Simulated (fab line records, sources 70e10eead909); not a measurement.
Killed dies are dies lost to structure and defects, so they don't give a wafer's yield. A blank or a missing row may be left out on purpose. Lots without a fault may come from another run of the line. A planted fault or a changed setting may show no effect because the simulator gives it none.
fab line records | flow nand_harc
record lots=5 wafers=15 last_day=32
route steps=1302 shown A_ONON_D1@425 A_CHANNEL_HOLE_D1@450
lots that met no fault: from a run of the same line without faults
start_h: hours from the record's first day to the start of the lot's first wafer shown | wait_h: hours since the lot's step before | " the same as in the row above | L1.1+2: a row that stands for several wafers | - no value, or no start given | * or withheld: withheld | < > ~ a bound
route shown NAME@n: a module of which the file shows steps, and the number in the route of the first | usual: mean/standard deviation of fault-free wafers | same: alike in all rows | chamber/n: place in a boat | sites: the reading at each site | _std_site: their standard deviation | _edge_site: outer sites' mean less inner sites' | radius_mm: how far each site lies from the wafer's centre | mask NAME#n: copy n | behind: the tool/chamber that last shaped the wafer | hold: why the lot was held/for how many hours/how that ended | device: the transistor (n, p or np) that didn't switch | end of line: the same wafers' tests at the end of the route | a step without rows: its recipe alone | killed: dies lost to structure and defects at the first sort, not the wafer's yield | map: a wafer's dies, x killed, . not, _ none there
set.NAME: the setting as run; set.NAME@STEP: as run at that earlier step | model.NAME: the simulator's own value behind a step, which no gauge read
lots at some steps of the route; a table a step, a row a wafer
services: from which hour (start_h, from the record's first day; less than 0 if before it) a tool's chamber was out of use, for how many hours, and why
## steps
# step NHARC_A_ONON_D1_THK_MEAS_02
# recipe thk_meas_gauge=ellipsometry
# usual thk_nm=999/12
# columns lot.wafer tool chamber start_h wait_h thk_nm
L081.1 film_metro-02 - 230.73 - 990
L081.5 " - " " 986
L081.6 " - " " 985
L083.4 film_metro-02 - 254.24 - 1022
L083.5 " - " " 1025
L083.6 " - " " 1025
L088.1 film_metro-02 - 314.35 - 1014
L088.4 " - " " 1015
L088.6 " - " " 1013
L091.1 film_metro-02 - 327.31 - 994
L091.3 " - " " 995
L091.5 " - " " 994
L095.1 film_metro-01 - 363.54 - 1011
L095.3 " - " " 1010
L095.4 " - " " 1011
# step NHARC_A_ONON_D1_DEP_03
# recipe target_thk_a=10000 n2_flow_sccm=2750 n2o_flow_sccm=2000 nh3_flow_sccm=500 sih4_flow_sccm=210 temp_c=400
# columns lot.wafer tool chamber start_h wait_h
L081.1+5+6 pecvd_onon-01 0 230.78 0.1
L083.4+5+6 pecvd_onon-02 0 254.47 0.2
L088.1+4+6 pecvd_onon-03 0 314.40 0.1
L091.1+3+5 pecvd_onon-03 0 327.36 0.1
L095.1+3+4 pecvd_onon-02 0 363.64 0.1
# step NHARC_A_ONON_D1_THK_MEAS_05
# recipe thk_meas_gauge=ellipsometry
# usual thk_nm=1001/10
# columns lot.wafer tool chamber start_h wait_h thk_nm
L081.1 film_metro-02 - 231.29 - 1010
L081.5 " - " " 1010
L081.6 " - " " 1011
L083.4 film_metro-02 - 254.81 - 990
L083.5 " - " " 992
L083.6 " - " " 991
L088.1 film_metro-01 - 314.91 - 981
L088.4 " - " " 981
L088.6 " - " " 981
L091.1 film_metro-02 - 327.88 - 996
L091.3 " - " " 996
L091.5 " - " " 996
L095.1 film_metro-02 - 364.16 - 999
L095.3 " - " " 1001
L095.4 " - " " 998
# step NHARC_A_ONON_D1_DEP_06
# recipe target_thk_a=10000 n2_flow_sccm=2750 n2o_flow_sccm=2000 nh3_flow_sccm=500 sih4_flow_sccm=210 temp_c=400
# columns lot.wafer tool chamber start_h wait_h
L081.1+5+6 pecvd_onon-01 0 231.35 0.1
L083.4+5+6 pecvd_onon-03 0 255.04 0.2
L088.1+4+6 pecvd_onon-02 0 314.97 0.1
L091.1+3+5 pecvd_onon-01 0 327.93 0.1
L095.1+3+4 pecvd_onon-03 0 364.21 0.1
# step NHARC_A_ONON_D1_THK_MEAS_08
# recipe thk_meas_gauge=ellipsometry
# usual thk_nm=1002/7.7
# columns lot.wafer tool chamber start_h wait_h thk_nm
L081.1 film_metro-01 - 231.86 - 998
L081.5 " - " " 1000
L081.6 " - " " 1001
L083.4 film_metro-01 - 255.38 - 1010
L083.5 " - " " 1011
L083.6 " - " " 1011
L088.1 film_metro-01 - 315.48 - 1003
L088.4 " - " " 1004
L088.6 " - " " 1003
L091.1 film_metro-02 - 328.45 - 1012
L091.3 " - " " 1012
L091.5 " - " " 1014
L095.1 film_metro-01 - 364.72 - 988
L095.3 " - " " 987
L095.4 " - " " 987
# step NHARC_A_ONON_D1_DEP_09
# recipe target_thk_a=10000 n2_flow_sccm=2750 n2o_flow_sccm=2000 nh3_flow_sccm=500 sih4_flow_sccm=210 temp_c=400
# columns lot.wafer tool chamber start_h wait_h
L081.1+5+6 pecvd_onon-01 0 231.91 0.1
L083.4+5+6 pecvd_onon-01 0 255.61 0.2
L088.1+4+6 pecvd_onon-01 0 315.54 0.1
L091.1+3+5 pecvd_onon-02 0 328.50 0.1
L095.1+3+4 pecvd_onon-01 0 364.78 0.1
# step NHARC_A_ONON_D1_THK_MEAS_11
# recipe thk_meas_gauge=ellipsometry
# usual thk_nm=1000/9.4
# columns lot.wafer tool chamber start_h wait_h thk_nm
L081.1 film_metro-02 - 232.42 - 1008
L081.5 " - " " 1008
L081.6 " - " " 1006
L083.4 film_metro-02 - 255.95 - 997
L083.5 " - " " 998
L083.6 " - " " 998
L088.1 film_metro-01 - 316.05 - 1003
L088.4 " - " " 1003
L088.6 " - " " 1003
L091.1 film_metro-02 - 329.02 - 1007
L091.3 " - " " 1007
L091.5 " - " " 1007
L095.1 film_metro-01 - 365.29 - 1003
L095.3 " - " " 1004
L095.4 " - " " 1004
# step NHARC_A_ONON_D1_DEP_12
# recipe target_thk_a=10000 n2_flow_sccm=2750 n2o_flow_sccm=2000 nh3_flow_sccm=500 sih4_flow_sccm=210 temp_c=400
# columns lot.wafer tool chamber start_h wait_h
L081.1+5+6 pecvd_onon-01 0 232.48 0.1
L083.4+5+6 pecvd_onon-02 0 256.18 0.2
L088.1+4+6 pecvd_onon-03 0 316.10 0.1
L091.1+3+5 pecvd_onon-03 0 329.07 0.1
L095.1+3+4 pecvd_onon-03 0 365.35 0.1
# step NHARC_A_ONON_D1_THK_MEAS_14
# recipe thk_meas_gauge=ellipsometry
# usual thk_nm=1000/11
# columns lot.wafer tool chamber start_h wait_h thk_nm
L081.1 film_metro-02 - 232.99 - 1016
L081.5 " - " " 1016
L081.6 " - " " 1018
L083.4 film_metro-02 - 256.52 - 1002
L083.5 " - " " 1002
L083.6 " - " " 1001
L088.1 film_metro-01 - 316.61 - 997
L088.4 " - " " 997
L088.6 " - " " 998
L091.1 film_metro-02 - 329.59 - 1014
L091.3 " - " " 1017
L091.5 " - " " 1017
L095.1 film_metro-02 - 365.86 - 994
L095.3 " - " " 992
L095.4 " - " " 995
# step NHARC_A_ONON_D1_ANNEAL_15
# recipe temp_c=750 time_s=3600
# usual zone_power_top_pct=23.7/1.5
# columns lot.wafer tool chamber start_h wait_h zone_power_top_pct
L081.1 furnace-08 0 236.67 3.7 23.3
L081.5 " 0 " " 23.6
L081.6 " 0 " " 23.4
L083.4 furnace-01 0 262.02 5.5 22.4
L083.5 " 0 " " 22.8
L083.6 " 0 " " 23.2
L088.1 furnace-01 0 325.16 8.5 22.8
L088.4 " 0 " " 23.0
L088.6 " 0 " " 22.8
L091.1 furnace-01 0 332.98 3.4 22.9
L091.3 " 0 " " 22.6
L091.5 " 0 " " 22.8
L095.1 furnace-01 0 369.27 3.4 22.5
L095.3 " 0 " " 22.8
L095.4 " 0 " " 23.1
# step NHARC_A_ONON_D1_DEP_16
# recipe target_thk_a=10000 n2_flow_sccm=2750 n2o_flow_sccm=2000 nh3_flow_sccm=500 sih4_flow_sccm=210 temp_c=400
# columns lot.wafer tool chamber start_h wait_h
L081.1+5+6 pecvd_onon-03 0 240.57 0.1
L083.4+5+6 pecvd_onon-02 0 266.14 0.2
L088.1+4+6 pecvd_onon-01 0 329.10 0.1
L091.1+3+5 pecvd_onon-03 0 336.88 0.1
L095.1+3+4 pecvd_onon-01 0 373.15 0.1
# step NHARC_A_ONON_D1_THK_MEAS_18
# recipe thk_meas_gauge=ellipsometry
# usual thk_nm=1004/11
# columns lot.wafer tool chamber start_h wait_h thk_nm
L081.1 film_metro-02 - 241.08 - 1007
L081.5 " - " " 1006
L081.6 " - " " 1004
L083.4 film_metro-01 - 266.47 - 995
L083.5 " - " " 994
L083.6 " - " " 994
L088.1 film_metro-01 - 329.60 - 1015
L088.4 " - " " 1016
L088.6 " - " " 1017
L091.1 film_metro-01 - 337.39 - 973
L091.3 " - " " 975
L091.5 " - " " 975
L095.1 film_metro-01 - 373.66 - 997
L095.3 " - " " 998
L095.4 " - " " 997
# step NHARC_A_ONON_D1_DEP_19
# recipe target_thk_a=10000 n2_flow_sccm=2750 n2o_flow_sccm=2000 nh3_flow_sccm=500 sih4_flow_sccm=210 temp_c=400
# columns lot.wafer tool chamber start_h wait_h
L081.1+5+6 pecvd_onon-03 0 241.14 0.1
L083.4+5+6 pecvd_onon-02 0 266.70 0.2
L088.1+4+6 pecvd_onon-03 0 329.66 0.1
L091.1+3+5 pecvd_onon-01 0 337.45 0.1
L095.1+3+4 pecvd_onon-01 0 373.72 0.1
# step NHARC_A_ONON_D1_THK_MEAS_21
# recipe thk_meas_gauge=ellipsometry
# usual thk_nm=1002/9.6
# columns lot.wafer tool chamber start_h wait_h thk_nm
L081.1 film_metro-01 - 241.65 - 1019
L081.5 " - " " 1019
L081.6 " - " " 1021
L083.4 film_metro-01 - 267.04 - 1000
L083.5 " - " " 1001
L083.6 " - " " 999
L088.1 film_metro-01 - 330.17 - 1005
L088.4 " - " " 1005
L088.6 " - " " 1005
L091.1 film_metro-01 - 337.96 - 983
L091.3 " - " " 983
L091.5 " - " " 982
L095.1 film_metro-01 - 374.23 - 1008
L095.3 " - " " 1005
L095.4 " - " " 1006
# step NHARC_A_ONON_D1_DEP_22
# recipe target_thk_a=10000 n2_flow_sccm=2750 n2o_flow_sccm=2000 nh3_flow_sccm=500 sih4_flow_sccm=210 temp_c=400
# columns lot.wafer tool chamber start_h wait_h
L081.1+5+6 pecvd_onon-03 0 241.70 0.1
L083.4+5+6 pecvd_onon-02 0 267.27 0.2
L088.1+4+6 pecvd_onon-02 0 330.23 0.1
L091.1+3+5 pecvd_onon-02 0 338.02 0.1
L095.1+3+4 pecvd_onon-01 0 374.28 0.1
# step NHARC_A_ONON_D1_THK_MEAS_24
# recipe thk_meas_gauge=ellipsometry
# usual thk_nm=1004/9.8
# columns lot.wafer tool chamber start_h wait_h thk_nm
L081.1 film_metro-02 - 242.21 - 998
L081.5 " - " " 998
L081.6 " - " " 999
L083.4 film_metro-01 - 267.60 - 1009
L083.5 " - " " 1008
L083.6 " - " " 1007
L088.1 film_metro-01 - 330.73 - 1008
L088.4 " - " " 1008
L088.6 " - " " 1008
L091.1 film_metro-01 - 338.53 - 991
L091.3 " - " " 992
L091.5 " - " " 991
L095.1 film_metro-01 - 374.80 - 991
L095.3 " - " " 992
L095.4 " - " " 991
# step NHARC_A_ONON_D1_DEP_25
# recipe target_thk_a=10000 n2_flow_sccm=2750 n2o_flow_sccm=2000 nh3_flow_sccm=500 sih4_flow_sccm=210 temp_c=400
# columns lot.wafer tool chamber start_h wait_h
L081.1+5+6 pecvd_onon-03 0 242.27 0.1
L083.4+5+6 pecvd_onon-03 0 267.83 0.2
L088.1+4+6 pecvd_onon-02 0 330.79 0.1
L091.1+3+5 pecvd_onon-03 0 338.58 0.1
L095.1+3+4 pecvd_onon-01 0 374.85 0.1
# step NHARC_A_ONON_D1_THK_MEAS_27
# recipe thk_meas_gauge=ellipsometry
# usual thk_nm=997/10
# columns lot.wafer tool chamber start_h wait_h thk_nm
L081.1 film_metro-02 - 242.78 - 992
L081.5 " - " " 990
L081.6 " - " " 989
L083.4 film_metro-01 - 268.17 - 1005
L083.5 " - " " 1003
L083.6 " - " " 1002
L088.1 film_metro-01 - 331.29 - 993
L088.4 " - " " 992
L088.6 " - " " 994
L091.1 film_metro-01 - 339.09 - 1003
L091.3 " - " " 1003
L091.5 " - " " 1004
L095.1 film_metro-01 - 375.36 - 1008
L095.3 " - " " 1009
L095.4 " - " " 1009
# step NHARC_A_ONON_D1_DEP_28
# recipe target_thk_a=10000 n2_flow_sccm=2750 n2o_flow_sccm=2000 nh3_flow_sccm=500 sih4_flow_sccm=210 temp_c=400
# columns lot.wafer tool chamber start_h wait_h
L081.1+5+6 pecvd_onon-03 0 242.83 0.1
L083.4+5+6 pecvd_onon-03 0 268.39 0.2
L088.1+4+6 pecvd_onon-01 0 331.35 0.1
L091.1+3+5 pecvd_onon-01 0 339.15 0.1
L095.1+3+4 pecvd_onon-01 0 375.42 0.1
# step NHARC_A_ONON_D1_THK_MEAS_30
# recipe thk_meas_gauge=ellipsometry
# usual thk_nm=1001/8.8
# columns lot.wafer tool chamber start_h wait_h thk_nm
L081.1 film_metro-02 - 243.35 - 995
L081.5 " - " " 997
L081.6 " - " " 994
L083.4 film_metro-02 - 268.73 - 1007
L083.5 " - " " 1009
L083.6 " - " " 1009
L088.1 film_metro-02 - 331.86 - 1013
L088.4 " - " " 1014
L088.6 " - " " 1014
L091.1 film_metro-01 - 339.66 - 1008
L091.3 " - " " 1008
L091.5 " - " " 1008
L095.1 film_metro-01 - 375.93 - 987
L095.3 " - " " 988
L095.4 " - " " 989
# step NHARC_A_ONON_D1_DEP_33
# recipe target_thk_a=2000 temp_c=400 pressure_torr=6.5 rf_w=900 teos_flow_sccm=161.4 flow_sccm=2650 target_thk_nm=200 gas=O2 material=SiO2
# usual flow_sccm=2650/8.7 heater_power_w=577/93 showerhead_vpp_V=1773/70 throttle_valve_pct=16.2/0.44
# columns lot.wafer tool chamber start_h wait_h flow_sccm heater_power_w showerhead_vpp_V since_wet_clean_h throttle_valve_pct
L081.1 pecvd-01 0 243.41 0.1 2650 555 1785 100 15.9
L081.5 " 1 " " 2645 724 1828 - 16.5
L081.6 " 2 " " 2643 580 1763 - 17.1
L083.6 pecvd-01 0 268.92 0.2 2652 536 1787 - 16.0
L083.5 " 1 " " 2642 627 1787 - 16.8
L083.4 " 2 " " 2651 562 1745 - 17.1
L088.1 pecvd-04 2 331.92 0.1 2655 598 1693 50 15.5
L088.4 " 2 " " 2659 605 1700 - 15.9
L088.6 " 1 " " 2636 507 1764 - 15.7
L091.1 pecvd-04 0 339.72 0.1 2661 591 1864 57 16.0
L091.3 " 2 " " 2653 611 1674 - 15.6
L091.5 " 2 " " 2648 625 1682 - 16.2
L095.1 pecvd-01 0 376.03 0.1 2658 464 1744 52 16.2
L095.3 " 1 " " 2646 608 1763 52 16.0
L095.4 " 1 " " 2652 620 1800 - 16.2
# step NHARC_A_ONON_D1_THK_MEAS_34
# recipe thk_meas_gauge=ellipsometry
# usual thk_nm=199.7/2.5
# columns lot.wafer tool chamber start_h wait_h thk_nm
L081.1 film_metro-02 - 243.82 - 198.1
L081.5 " - " " 201.8
L081.6 " - " " 199.0
L083.4 film_metro-01 - 269.21 - 201.2
L083.5 " - " " 203.2
L083.6 " - " " 201.3
L088.1 film_metro-01 - 332.33 - 197.0
L088.4 " - " " 201.7
L088.6 " - " " 204.8
L091.1 film_metro-01 - 340.27 0.5 197.0
L091.3 " - " " 198.1
L091.5 " - " " 197.3
L095.1 film_metro-01 - 376.40 - 196.8
L095.3 " - " " 198.7
L095.4 " - " " 202.6
# step NHARC_A_ONON_D1_INSPECT_32
# usual raw_defect_count=77/27
# columns lot.wafer tool chamber start_h wait_h raw_defect_count
L081.1 defect_inspect-02 - 243.88 0.0 56
L081.5 " - " " 71
L081.6 " - " " 56
L083.4 defect_inspect-02 - 269.27 0.0 80
L083.5 " - " " 38
L083.6 " - " " 63
L088.1 defect_inspect-01 - 332.40 0.0 79
L088.4 " - " " 99
L088.6 " - " " 100
L091.1 defect_inspect-02 - 340.35 0.0 106
L091.3 " - " " 82
L091.5 " - " " 77
L095.1 defect_inspect-02 - 376.47 0.0 50
L095.3 " - " " 58
L095.4 " - " " 69
# step NHARC_A_CHANNEL_HOLE_D1_DEP_00
# recipe target_thk_a=31000 temp_c=400 material=aC
# usual throttle_valve_pct=35.000/0.0095
# columns lot.wafer tool chamber start_h wait_h throttle_valve_pct
L081.1 acl_dep-01 0 251.34 7.5 35.006
L081.5 " 0 252.61 8.7 34.998
L081.6 " 0 " " 34.992
L083.4 acl_dep-02 0 270.80 1.5 35.007
L083.5 " 0 " " 34.993
L083.6 " 0 " " 34.995
L088.1 acl_dep-02 0 332.96 0.6 34.984
L088.4 " 0 " " 35.000
L088.6 " 0 " " 34.992
L091.1 acl_dep-01 0 343.23 2.9 35.014
L091.3 " 0 " " 35.007
L091.5 " 0 " " 35.011
L095.1 acl_dep-03 0 383.61 7.1 35.000
L095.3 " 0 " " 34.999
L095.4 " 0 " " 35.005
# step NHARC_A_CHANNEL_HOLE_D1_DEP_01
# recipe target_thk_a=1400 target_thk_nm=140 temp_c=400 pressure_torr=3.5 flow_sccm=200 rf_w=350 material=SiON
# usual heater_power_w=791/100 showerhead_vpp_V=1116/50
# columns lot.wafer tool chamber start_h wait_h heater_power_w showerhead_vpp_V since_wet_clean_h
L081.1 pecvd-02 1 253.26 1.6 798 1142 13
L081.6 " 1 " " 805 1127 -
L081.5 " 2 " " 901 1133 -
L083.4 pecvd-02 2 271.87 0.8 853 1146 -
L083.5 " 0 " " 862 1156 -
L083.6 " 1 " " 805 1141 -
L088.1 pecvd-03 0 334.96 1.7 616 1146 137
L088.4 " 2 " " 590 1075 -
L088.6 " 0 " " 620 1146 -
L091.1 pecvd-02 2 345.17 1.6 872 1126 105
L091.3 " 0 " " 801 1167 105
L091.5 " 1 " " 857 1134 -
L095.3 pecvd-04 1 385.53 1.0 814 1126 103
L095.1 " 2 " " 794 1044 103
L095.4 " 1 " " 798 1129 -
# step NHARC_A_CHANNEL_HOLE_D1_DEHYDRATE_02
# recipe temp_c=150 time_s=120
# columns lot.wafer tool chamber start_h wait_h
L081.1+5+6 litho_track-06 0 253.53 0.2
L083.4+5+6 litho_track-06 0 272.06 0.2
L088.1+4+6 litho_track-06 0 335.20 0.2
L091.1+3+5 litho_track-04 0 345.41 0.2
L095.1+3+4 litho_track-04 0 385.80 0.2
## services
# columns tool chamber start_h hours kind
furnace-01 - 207.91 26.0 pm
pecvd_onon-03 - 213.24 12.8 repair
pecvd-04 1 216.23 4.5 repair
pecvd-02 - 227.00 13.0 pm
pecvd-02 0 227.00 13.0 vent_cycle
pecvd-02 1 227.00 13.0 vent_cycle
pecvd-02 2 227.00 13.0 vent_cycle
pecvd_onon-03 - 227.11 13.0 pm
acl_dep-02 - 242.58 13.0 pm
pecvd-04 - 255.44 1.1 repair
pecvd-03 2 256.58 11.3 repair
pecvd-04 - 269.35 13.0 pm
pecvd_onon-01 - 269.45 13.0 pm
pecvd-03 - 275.16 1.3 repair
acl_dep-03 - 298.72 13.0 pm
pecvd-01 - 311.00 13.0 pm
pecvd-04 1 337.25 13.5 repair
acl_dep-02 - 350.87 1.4 repair
litho_track-06 - 354.00 7.0 pm
pecvd_onon-02 - 366.01 13.0 pm
pecvd-03 - 366.57 13.0 pm
pecvd-04 2 369.26 6.9 repair
acl_dep-01 - 370.81 13.0 pm
litho_track-04 - 378.00 7.0 pm
## key
fault none
